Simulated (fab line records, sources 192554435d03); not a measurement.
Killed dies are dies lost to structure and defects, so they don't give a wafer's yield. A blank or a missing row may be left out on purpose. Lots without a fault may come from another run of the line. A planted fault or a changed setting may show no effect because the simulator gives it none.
Chamber matching | flow n5_finfet | N5_BEOL_M12_TRENCH_ETCH_34 on rie_diel-05: 4 sister chambers
The step etches SiOC in C4F8/O2/Ar, target depth 318.95 nm, time 125.5 s. 4 wafers are shown with their chamber, then 11 later ones without.

WAFERS WITH THEIR CHAMBER
wafer  | chamber | throttle_valve_pct (%)
L076.2 | 1       | 24.20
L088.5 | 3       | 24.34
L088.6 | 2       | 24.63
L091.2 | 0       | 24.39

WAFERS WITHOUT THEIR CHAMBER
wafer  | throttle_valve_pct (%)
L091.5 | 24.37
L091.6 | 24.35
L093.2 | 24.24
L093.3 | 24.38
L093.4 | 24.35
L092.1 | 24.26
L092.2 | 24.34
L092.4 | 24.39
L097.2 | 24.25
L097.4 | 24.26
L097.6 | 24.40

WHICH CHAMBER EACH WENT THROUGH
wafer  | from the rows above     | in truth
L091.5 | can't be placed: 0 or 3 | 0
L091.6 | can't be placed: 3 or 0 | 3
L093.2 | can't be placed: 1 or 3 | 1
L093.3 | can't be placed: 0 or 3 | 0
L093.4 | can't be placed: 3 or 0 | 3
L092.1 | can't be placed: 1 or 3 | 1
L092.2 | can't be placed: 3 or 0 | 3
L092.4 | can't be placed: 0 or 3 | 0
L097.2 | can't be placed: 1 or 3 | 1
L097.4 | can't be placed: 1 or 3 | 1
L097.6 | can't be placed: 0 or 3 | 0
Placed correctly: 0 of 11. Can't be placed from these rows: 11 (the true chamber is among the candidates in 11). Placed wrongly: 0.
How it was worked out, from the rows above alone: a wafer's distance from a chamber is the root of the sum, over the readings, of the square of ((its reading less the chamber's mean) divided by the reading's scatter). The wafer belongs to the nearest chamber; if the next one is less than 2 further off, it can't be placed. A chamber's mean is the mean of its shown wafers. The scatter: with one shown wafer a chamber, the root of the mean of the squares of how far each hidden wafer lies from its nearest shown one.
